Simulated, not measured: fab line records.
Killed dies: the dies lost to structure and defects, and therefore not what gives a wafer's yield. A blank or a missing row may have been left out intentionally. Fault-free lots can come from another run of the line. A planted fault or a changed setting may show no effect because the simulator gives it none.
8D (eight disciplines) problem report, filled in by code + flow nand-harc + the parts of the form that need people (team, actions taken, sign-off) are left out

== 1. THE PROBLEM ==
Mean of cd-nm at NHARC_P_CONTACT_CD_MEAS_12: 94.2 nm across 6 wafers in 2 lots; on wafers with no fault it is 89.9 nm (standard deviation 0.57). Measured from the usual mean, that is +7.6 standard deviations.
The step: target cd 90 nm.
The first sign was on wafer L506.1 at day 8 01:28, on cd-sem-03. At this step, 33 wafers from 11 lots have a number in the record. Rule for "out" (also "out of limits"): further than 4 standard deviations from the usual mean. The rest of the wafers with a number are treated as sound.

== 2. WHAT IT IS AND WHAT IT IS NOT ==
| question                    | is                     | is not                                                                                       |
|-----------------------------|------------------------|----------------------------------------------------------------------------------------------|
| which readings at this step | cd-nm                  | -                                                                                            |
| which lots                  | L506, L507             | L497, L498, L499, L505, L508, L516, L518, L519, L520                                         |
| which wafers of those lots  | all that have a number | -                                                                                            |
| read on which gauges        | cd-sem-01, cd-sem-03   | cd-sem-02                                                                                    |
| when                        | from day 8 01:28       | up to then (12 sound wafers); but 15 sound wafers of L508, L516, L518, L519, L520 came after |

== 3. THE SUSPECTS, EACH WITH WHAT RULES IT OUT ==
Counting: any tool at a process step up to the reading is kept as a suspect provided that every lot that is out went through it and no sound lot did after the first of them.
- the gauge at NHARC_P_CONTACT_CD_MEAS_12: ruled out. Those wafers that are out were read across 2 gauges (cd-sem-01, cd-sem-03).
- litho-track-01 at NHARC_P_CONTACT_PEB_10 (peb time 65 s): ruled out as a lasting fault. After its first lot that is out, L506 (day 8 01:23), sound lots L520 ran on it.
Left after counting: nothing in the record.

== 4. THE CAUSE (what the simulator had put in) ==
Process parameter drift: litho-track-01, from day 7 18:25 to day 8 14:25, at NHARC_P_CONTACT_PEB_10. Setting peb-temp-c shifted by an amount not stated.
The count ruled it out by mistake, since the rule takes a fault to strike every lot its tool runs from the start of the fault on, and this one did not do so.

== 5. THE CHAIN OF EFFECTS, in route order ==
One row per reading whose mean, taken over the struck wafers that have a number, lies over 3 standard deviations from the usual. Readings are gone through only where the record gives a usual standard deviation; hours: the median, over the lots, of the time from a lot's start at the first step in this table giving one to that lot's start at this step; sigmas: the change measured in usual standard deviations.
| hours | step                       | reading              | usual   | on struck wafers | change | sigmas |
|-------|----------------------------|----------------------|---------|------------------|--------|--------|
| 0     | NHARC_P_CONTACT_PEB_10     | heater-power-total-W | 156.6 W | 159.2            | +2.7   | +6.5   |
| 0     | NHARC_P_CONTACT_PEB_10     | plate-temp-C         | 99.99 C | 101.19           | +1.20  | +10    |
| 0     | NHARC_P_CONTACT_CD_MEAS_12 | cd-nm                | 89.9 nm | 94.2             | +4.3   | +7.6   |
| 6     | NHARC_P_CONTACT_CD_MEAS_19 | cd-nm                | 89.9 nm | 94.7             | +4.8   | +3.2   |
Process steps it contains:
- NHARC_P_CONTACT_PEB_10: peb time 65 s.
Later measuring or inspecting steps at which every struck wafer that the step has a row for has a number for every such reading, and none has moved that far: NHARC_END_SORT_01.

== 6. WHAT WOULD HAVE CAUGHT IT SOONER ==
In this record the first reading out of limits at a measuring or inspecting step was taken at day 8 01:28, 7 hours after the fault began at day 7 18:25.
Tool's own readings at NHARC_P_CONTACT_PEB_10, heater-power-total-W, plate-temp-C: out on all struck wafers the step has rows for; an alarm limit on them would have tripped on the first.
